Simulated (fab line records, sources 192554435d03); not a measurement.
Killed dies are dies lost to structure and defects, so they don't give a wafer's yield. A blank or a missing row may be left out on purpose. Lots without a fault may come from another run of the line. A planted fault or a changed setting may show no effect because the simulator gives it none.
Chamber matching | flow n5_finfet | N5_BEOL_M8_ILD_DEP_00 on pecvd-03: 3 sister chambers
The step deposits SiCOH lowk from DEMS/porogen, target thk 179.75 nm, time 33.4 s. 3 wafers are shown with their chamber, then 9 later ones without.

WAFERS WITH THEIR CHAMBER
wafer  | chamber | throttle_valve_pct (%)
L088.1 | 1       | 15.0
L088.2 | 0       | 13.4
L094.6 | 2       | 12.7

WAFERS WITHOUT THEIR CHAMBER
wafer  | throttle_valve_pct (%)
L095.2 | 14.9
L095.3 | 14.1
L095.6 | 13.5
L093.3 | 13.5
L093.4 | 15.0
L093.6 | 13.8
L097.1 | 12.7
L097.4 | 15.0
L097.6 | 12.9

WHICH CHAMBER EACH WENT THROUGH
wafer  | from the rows above     | in truth
L095.2 | 1                       | 1
L095.3 | can't be placed: 0 or 1 | 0
L095.6 | 0                       | 0
L093.3 | 0                       | 0
L093.4 | 1                       | 1
L093.6 | 0                       | 0
L097.1 | 2                       | 2
L097.4 | 1                       | 1
L097.6 | can't be placed: 2 or 0 | 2
Placed correctly: 7 of 9. Can't be placed from these rows: 2 (the true chamber is among the candidates in 2). Placed wrongly: 0.
How it was worked out, from the rows above alone: a wafer's distance from a chamber is the root of the sum, over the readings, of the square of ((its reading less the chamber's mean) divided by the reading's scatter). The wafer belongs to the nearest chamber; if the next one is less than 2 further off, it can't be placed. A chamber's mean is the mean of its shown wafers. The scatter: with one shown wafer a chamber, the root of the mean of the squares of how far each hidden wafer lies from its nearest shown one.
